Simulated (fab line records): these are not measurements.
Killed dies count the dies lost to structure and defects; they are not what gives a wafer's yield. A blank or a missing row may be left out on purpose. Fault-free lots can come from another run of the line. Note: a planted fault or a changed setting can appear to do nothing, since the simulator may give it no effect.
Chamber matching + flow nand_harc + 3 sister chambers for NHARC_A_M1_DEP_33 on pecvd-01
The step deposits SiCN, target thk 30 nm. 16 wafers are shown with their chamber, then 8 later ones without.

## WAFERS PAIRED WITH THEIR CHAMBERS
| wafer  | chamber | heater_power_w (W) | showerhead_vpp_V (V) | rf_fwd_power_W (W) |
|--------|---------|--------------------|----------------------|--------------------|
| L101.1 | 2       | 540                | 1425                 | 450.8              |
| L101.3 | 0       | 660                | 1246                 | 450.3              |
| L101.4 | 1       | 807                | 1260                 | 449.5              |
| L102.1 | 2       | 478                | 1391                 | 446.2              |
| L102.4 | 0       | 600                | 1241                 | 448.9              |
| L102.6 | 2       | 488                | 1390                 | 449.6              |
| L105.1 | 2       | 504                | 1391                 | 450.0              |
| L105.4 | 2       | 510                | 1370                 | 450.1              |
| L105.5 | 0       | 687                | 1242                 | 450.9              |
| L106.2 | 0       | 674                | 1241                 | 450.7              |
| L106.4 | 0       | 674                | 1260                 | 447.9              |
| L106.6 | 1       | 745                | 1292                 | 448.6              |
| L107.3 | 2       | 490                | 1412                 | 448.5              |
| L107.4 | 2       | 487                | 1393                 | 447.0              |
| L107.5 | 0       | 695                | 1202                 | 452.8              |
| L110.2 | 2       | 526                | 1429                 | 450.1              |

SIGNATURES, as means of the wafers listed above
| reading          | chamber 0 | chamber 1 | chamber 2 | scatter within a chamber |
|------------------|-----------|-----------|-----------|--------------------------|
| heater_power_w   | 665.00    | 776.00    | 502.88    | 29                       |
| showerhead_vpp_V | 1238.67   | 1276.00   | 1400.12   | 20                       |
| rf_fwd_power_W   | 450.250   | 449.050   | 449.038   | 1.62                     |
Rule: distance of a wafer from a chamber = root of the sum over the readings of ((wafer's reading minus chamber's mean) / reading's scatter) squared. The wafer belongs to the nearest chamber; if the next one is less than 2 further off, it can't be placed. The scatter: the root of (the sum of the squares of (reading less its chamber's mean) over the shown wafers, divided by (wafers less chambers)).

## WAFERS WHOSE CHAMBER IS MISSING
| wafer  | heater_power_w (W) | showerhead_vpp_V (V) | rf_fwd_power_W (W) |
|--------|--------------------|----------------------|--------------------|
| L110.3 | 816                | 1273                 | 445.9              |
| L110.6 | 804                | 1292                 | 446.3              |
| L114.3 | 688                | 1245                 | 451.2              |
| L114.4 | 657                | 1231                 | 450.3              |
| L114.6 | 777                | 1304                 | 447.8              |
| L119.2 | 564                | 1231                 | 447.2              |
| L119.3 | 520                | 1405                 | 448.8              |
| L119.4 | 614                | 1274                 | 446.7              |

## CHAMBER TAKEN BY EACH
| wafer  | from the rows above | in truth                   |
|--------|---------------------|----------------------------|
| L110.3 | 1                   | 1                          |
| L110.6 | 1                   | 1                          |
| L114.3 | 0                   | 0                          |
| L114.4 | 0                   | 0                          |
| L114.6 | 1                   | 1                          |
| L119.2 | 0                   | 0                          |
| L119.3 | 2                   | 2                          |
| L119.4 | 0                   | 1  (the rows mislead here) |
Correct placement for 7 of the 8. Left unplaced by these rows: 0. Number placed wrongly: 1.
